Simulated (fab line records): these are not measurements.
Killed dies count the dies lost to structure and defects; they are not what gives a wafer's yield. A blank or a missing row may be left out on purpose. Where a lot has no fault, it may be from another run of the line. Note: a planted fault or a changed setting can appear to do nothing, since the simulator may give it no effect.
Which tool is to blame? | flow n5Finfet | Sampling: 11 lots, 32 wafers, 4 of 1938 route steps

WHAT THE GAUGES SHOWED, per wafer
The record lacks any reading of a measuring or inspecting step that a usual standard deviation could be used to judge.

WHAT TOOL EACH LOT RAN ON (gives the tool, then ch and the chambers of the sampled wafers, and finally the start)
lot  | N5_HKMG_FIN_ALD_91                | N5_HKMG_FIN_STRIP_88                | N5_HKMG_FIN_NWFM_ALD_20           | N5_HKMG_FIN_STRIP_90
L338 | aldMetal-03 ch 1,2, day 4 07:22   | plasmaAsher-01 ch 0,1, day 4 07:58  | aldMetal-03 ch 0,2, day 4 08:21   | rieDiel-03 ch 2,3, day 4 08:59
L339 | aldMetal-03 ch 0,1, day 4 17:27   | plasmaAsher-02 ch 0,1, day 4 18:02  | aldMetal-04 ch 1,2,3, day 4 18:26 | rieDiel-03 ch 1,3, day 4 18:55
L341 | aldMetal-01 ch 0,2,3, day 5 09:16 | plasmaAsher-02 ch 0,1, day 5 09:56  | aldMetal-04 ch 1,3, day 5 10:19   | rieDiel-06 ch 2,3, day 5 10:49
L345 | aldMetal-03 ch 1,2, day 6 01:52   | plasmaAsher-02 ch 0,1, day 6 02:28  | aldMetal-01 ch 0,1,2, day 6 02:50 | rieDiel-06 ch 0,2, day 6 03:20
L353 | aldMetal-04 ch 0,1, day 8 02:50   | plasmaAsher-01 ch 0,1, day 8 03:41  | aldMetal-03 ch 0,2, day 8 03:58   | rieDiel-06 ch 0,1, day 8 04:28
L354 | aldMetal-04 ch 0,2,3, day 8 06:51 | plasmaAsher-01 ch 1, day 8 07:34    | aldMetal-04 ch 0,2,3, day 8 07:57 | rieDiel-06 ch 0,1,2, day 8 08:28
L357 | aldMetal-03 ch 0,3, day 9 02:37   | plasmaAsher-02 ch 0,1, day 9 03:13  | aldMetal-03 ch 0,2,3, day 9 03:35 | rieDiel-03 ch 2,3, day 9 04:05
L358 | aldMetal-03 ch 1,2,3, day 9 09:40 | plasmaAsher-01 ch 0,1, day 9 10:20  | aldMetal-04 ch 0,1, day 9 10:43   | rieDiel-03 ch 1,2, day 9 11:13
L359 | aldMetal-01 ch 0,1,2, day 9 10:07 | plasmaAsher-02 ch 0,1, day 9 10:43  | aldMetal-03 ch 0,1,2, day 9 11:05 | rieDiel-03 ch 0,1,3, day 9 11:35
L360 | aldMetal-04 ch 2, day 9 19:56     | plasmaAsher-02 ch 0, day 9 20:39    | aldMetal-01 ch 1,2, day 9 20:55   | rieDiel-03 ch 1, day 9 21:28
L361 | aldMetal-01 ch 1,2, day 10 01:20  | plasmaAsher-02 ch 0,1, day 10 01:55 | aldMetal-04 ch 1,2, day 10 02:19  | rieDiel-03 ch 0,1,2, day 10 02:51
- N5_HKMG_FIN_ALD_91: deposits TiN, target thk 1 nm, pulse time 1 s, purge time 3 s.
- N5_HKMG_FIN_STRIP_88: strips in N2/H2, time 360 s.
- N5_HKMG_FIN_NWFM_ALD_20: deposits TiAlC, target thk 2 nm, pulse time 3 s, purge time 2 s.
- N5_HKMG_FIN_STRIP_90: strips SOC in N2/H2, time 20 s.

AS READ BY THE TOOLS THEMSELVES (means over the sampled wafers that have a number; for cases with no such wafer, the mark the record gives instead)
N5_HKMG_FIN_ALD_91.
lot  | tool        | heaterPowerW (W) | precursorPulseHeightRel
L338 | aldMetal-03 | 862              | 1.010
L339 | aldMetal-03 | 852              | 1.006
L341 | aldMetal-01 | 864              | 1.021
L345 | aldMetal-03 | 861              | 1.005
L353 | aldMetal-04 | 890              | 1.022
L354 | aldMetal-04 | 892              | 1.010
L357 | aldMetal-03 | 787              | 0.979
L358 | aldMetal-03 | 806              | 0.998
L359 | aldMetal-01 | 896              | 1.004
L360 | aldMetal-04 | 982              | 0.998
L361 | aldMetal-01 | 937              | 1.022

N5_HKMG_FIN_STRIP_88.
lot  | tool           | drypumpMotorCurrentA (A) | heaterPowerW (W) | tempC (C)
L338 | plasmaAsher-01 | 4.9                      | 493              | 300.19
L339 | plasmaAsher-02 | 5.6                      | 449              | 299.93
L341 | plasmaAsher-02 | 5.5                      | 407              | 300.03
L345 | plasmaAsher-02 | 5.5                      | 405              | 300.01
L353 | plasmaAsher-01 | 4.9                      | 507              | 299.80
L354 | plasmaAsher-01 | 4.9                      | 463              | 299.87
L357 | plasmaAsher-02 | 5.6                      | 448              | 300.02
L358 | plasmaAsher-01 | 4.9                      | 501              | 299.90
L359 | plasmaAsher-02 | 5.5                      | 401              | 299.89
L360 | plasmaAsher-02 | 5.7                      | 500              | 299.80
L361 | plasmaAsher-02 | 5.6                      | 456              | 299.91

N5_HKMG_FIN_NWFM_ALD_20.
lot  | tool        | heaterPowerW (W) | precursorPulseHeightRel
L338 | aldMetal-03 | 465              | 1.013
L339 | aldMetal-04 | 519              | 0.999
L341 | aldMetal-04 | 518              | 1.001
L345 | aldMetal-01 | 496              | 1.008
L353 | aldMetal-03 | 462              | 0.990
L354 | aldMetal-04 | 505              | 0.988
L357 | aldMetal-03 | 443              | 0.996
L358 | aldMetal-04 | 474              | 0.996
L359 | aldMetal-03 | 474              | 0.993
L360 | aldMetal-01 | 512              | 0.982
L361 | aldMetal-04 | 539              | 1.007

N5_HKMG_FIN_STRIP_90.
lot  | tool       | drypumpMotorCurrentA (A) | oesProductAu (a.u.) | powerW (W) | rfVppV (V) | showerheadPlenumPTorr (Torr) | tempC (C) | throttleValvePct (%)
L338 | rieDiel-03 | 5.7                      | 0.79                | 501.5      | 54.3       | 3.35                         | 39.85     | 18.79
L339 | rieDiel-03 | 6.0                      | 0.87                | 499.5      | 53.7       | 3.33                         | 39.93     | 18.65
L341 | rieDiel-06 | 5.3                      | 0.84                | 501.3      | 54.4       | 3.40                         | 40.12     | 18.81
L345 | rieDiel-06 | 5.6                      | 0.80                | 499.9      | 54.5       | 3.45                         | 40.00     | 18.61
L353 | rieDiel-06 | 6.2                      | 0.60                | 370.5      | 54.7       | 3.46                         | 39.84     | 19.19
L354 | rieDiel-06 | 5.9                      | 0.62                | 372.3      | 54.2       | 3.43                         | 40.06     | 18.97
L357 | rieDiel-03 | 5.7                      | 0.74                | 501.4      | 54.5       | 3.33                         | 39.98     | 18.86
L358 | rieDiel-03 | 5.4                      | 0.74                | 499.9      | 54.5       | 3.38                         | 40.07     | 18.97
L359 | rieDiel-03 | 6.0                      | 0.79                | 499.2      | 53.9       | 3.32                         | 40.01     | 18.86
L360 | rieDiel-03 | 5.5                      | 0.81                | 499.9      | 54.7       | 3.41                         | 40.00     | 18.93
L361 | rieDiel-03 | 5.7                      | 0.74                | 500.0      | 54.0       | 3.35                         | 39.98     | 19.00

THE ANSWER, worked out from the rows above alone
Rule: the lots themselves supply what counts as usual. The widest of any qualifying gaps counts: lots, ordered by their means at a reading, are off when they make up no more than a third of the lots, leave a main group of 4 or more, and stand apart from it by 3 or more times the standard deviation of that group's means. A main group whose means are all the same, to the digits that the tables above print for the reading, isn't used. A lot without any number at a reading at which 4 lots or more have one is off too. The other lots that the step has rows for count as sound. First the gauges in route order, then the tools' own readings, where a lot's mean is used as printed above. At the first step where some lot is off, the reading lying furthest off is the one used; lots without a number count as furthest.
Off: L353, L354, at N5_HKMG_FIN_STRIP_90 (powerW). The main group has a mean of 500.3 W with a standard deviation of 0.82.
A tool fits if, at that step or a process step before it, it ran every lot that is off, and no sound lot after the first of them. One fits: N5_HKMG_FIN_STRIP_90 on rieDiel-06. A fault onset in the window from L345 (day 6 03:20, its last sound lot) to L353 (day 8 04:28, its first lot off) fits.
On the lots that are off, the tool's own readings at N5_HKMG_FIN_STRIP_90 differ by more than 5 times the standard deviation of the sound lots' means, which bears it out; powerW reads 371.4 W there versus 500.3 W on the sound lots.

WHAT HAD BEEN PUT IN BY THE SIMULATOR
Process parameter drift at N5_HKMG_FIN_STRIP_90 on rieDiel-06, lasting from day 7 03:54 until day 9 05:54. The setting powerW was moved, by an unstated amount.
Struck lots among those shown: L353, L354. Same finding as the rule above.
